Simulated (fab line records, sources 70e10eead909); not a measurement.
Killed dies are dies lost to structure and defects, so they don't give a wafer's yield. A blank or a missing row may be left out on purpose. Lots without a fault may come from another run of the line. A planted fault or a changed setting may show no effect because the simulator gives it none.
Chamber matching | flow nand_harc | NHARC_A_BLC_ETCH_16 on rie_diel-08: 4 sister chambers
The step etches the open film in CF4, target depth 39 nm, time 65 s. 14 wafers are shown with their chamber, then 7 later ones without.

WAFERS WITH THEIR CHAMBER
wafer  | chamber | drypump_motor_current_A (A) | rf_vpp_V (V) | oes_product_au (a.u.)
L106.1 | 2       | 5.3                         | 151.4        | 0.997
L106.5 | 1       | 6.3                         | 152.2        | 0.999
L106.6 | 2       | 5.3                         | 151.2        | 0.985
L108.2 | 0       | 5.3                         | 152.8        | 0.985
L108.3 | 1       | 6.3                         | 151.4        | 1.002
L108.5 | 3       | 6.0                         | 152.8        | 0.983
L111.1 | 3       | 6.0                         | 152.4        | 0.983
L111.2 | 1       | 6.3                         | 149.9        | 1.006
L111.5 | 1       | 6.3                         | 153.3        | 1.007
L113.1 | 3       | 6.0                         | 152.5        | 1.001
L113.4 | 1       | 6.3                         | 151.5        | 1.006
L113.6 | 3       | 6.0                         | 152.1        | 0.993
L117.1 | 3       | 6.0                         | 152.2        | 0.998
L117.3 | 1       | 6.2                         | 151.9        | 1.000

SIGNATURES (means of the wafers above)
reading                 | chamber 0 | chamber 1 | chamber 2 | chamber 3 | scatter within a chamber
drypump_motor_current_A | 5.300     | 6.283     | 5.300     | 6.000     | 0.0289
rf_vpp_V                | 152.800   | 151.700   | 151.300   | 152.400   | 0.809
oes_product_au          | 0.98500   | 1.00333   | 0.99100   | 0.99160   | 0.00641
Rule: a wafer's distance from a chamber is the root of the sum, over the readings, of the square of ((its reading less the chamber's mean) divided by the reading's scatter). The wafer belongs to the nearest chamber; if the next one is less than 2 further off, it can't be placed. The scatter: the root of (the sum of the squares of (reading less its chamber's mean) over the shown wafers, divided by (wafers less chambers)).

WAFERS WITHOUT THEIR CHAMBER
wafer  | drypump_motor_current_A (A) | rf_vpp_V (V) | oes_product_au (a.u.)
L117.6 | 5.3                         | 151.8        | 0.984
L123.1 | 5.3                         | 152.5        | 1.015
L123.2 | 6.3                         | 151.5        | 1.000
L123.4 | 6.3                         | 151.9        | 1.000
L127.2 | 6.3                         | 151.5        | 1.004
L127.4 | 6.0                         | 151.1        | 0.997
L127.6 | 5.3                         | 152.7        | 0.998

WHICH CHAMBER EACH WENT THROUGH
wafer  | from the rows above     | in truth
L117.6 | can't be placed: 0 or 2 | 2
L123.1 | can't be placed: 2 or 0 | 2
L123.2 | 1                       | 1
L123.4 | 1                       | 1
L127.2 | 1                       | 1
L127.4 | 3                       | 3
L127.6 | can't be placed: 0 or 2 | 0
Placed correctly: 4 of 7. Can't be placed from these rows: 3 (the true chamber is among the candidates in 3). Placed wrongly: 0.
